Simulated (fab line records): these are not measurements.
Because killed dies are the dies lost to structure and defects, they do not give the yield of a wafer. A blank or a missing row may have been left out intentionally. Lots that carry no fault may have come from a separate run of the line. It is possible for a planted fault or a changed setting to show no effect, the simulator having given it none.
8D (eight disciplines) problem report, filled in by code	flow n5 finfet	the parts of the form that need people (team, actions taken, sign-off) are left out

## 1. PROBLEM STATEMENT
Wafers without a fault read 400.03 C, standard deviation 0.23; susceptor temp C at N5_HKMG_FIN_ALD_71 reads a mean of 370.67 C on 6 wafers belonging to 2 lots. So: -99 or more standard deviations from the usual mean.
The step: deposits TiN, target thk 1 nm, pulse time 1 s, purge time 3 s.
Earliest sighting: wafer L818.1 on ald metal-04 at day 8 13:43. Wafers with a number at this step in the record: 27, from 9 lots. Rule for "out", or "out of limits": more than 4 standard deviations from the usual mean. The rest of the wafers with a number are treated as sound.

## 2. WHAT IT IS, WHAT IT ISN'T
question	is	is not
which readings at this step	susceptor temp C	heater power w, precursor pulse height rel
which lots	L818, L823	L802, L803, L807, L810, L814, L815, L824
which wafers of those lots	all that have a number	-
read on which tools	ald metal-04	ald metal-01, ald metal-02
when	from day 8 13:43	up to then (18 sound wafers); but 3 sound wafers of L824 came after

## 3. THE SUSPECTS, EACH WITH WHAT RULES IT OUT
Counting: any tool at a process step up to the reading is kept as a suspect provided that every lot that is out went through it and no sound lot did after the first of them.
- ald metal-04 at N5_HKMG_FIN_ALD_71 (deposits TiN, target thk 1 nm, pulse time 1 s, purge time 3 s): kept. All lots that are out passed through it, beginning with L818 at day 8 13:43, and no sound lot followed; its final sound lot before that point was L815 at day 7 18:22. Its own readings are out on those wafers: susceptor temp C.
After counting, what remains is ald metal-04 at N5_HKMG_FIN_ALD_71.

## 4. THE CAUSE (what the simulator had put in)
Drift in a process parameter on ald metal-04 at N5_HKMG_FIN_ALD_71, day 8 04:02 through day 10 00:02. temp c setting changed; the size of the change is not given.
Counting left only this tool.

## 5. THE CHAIN OF EFFECTS, in route order
Each row: a reading whose mean over the struck wafers that have a number lies more than 3 standard deviations from the usual. Only readings for which the record gives a usual standard deviation are gone through. hours: the time from each lot's start at the first step in this table that gives one to its start at this step, as a median over the lots. sigmas: the change in usual standard deviations.
hours	step	reading	usual	on struck wafers	change	sigmas
0	N5_HKMG_FIN_ALD_71	susceptor temp C	400.03 C	370.67	-29.36	-99 or more
It contains these process steps:
- N5_HKMG_FIN_ALD_71: deposits TiN, target thk 1 nm, pulse time 1 s, purge time 3 s.
Later steps that measure or inspect, where all struck wafers having a row at the step show a number for every such reading and not one has moved that far: N5_BEOL_M4_RC_MEAS_101.

## 6. WHAT WOULD HAVE CAUGHT IT SOONER
The fault began at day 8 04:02; the first out-of-limits reading in this record came at day 8 13:43, 10 hours later.
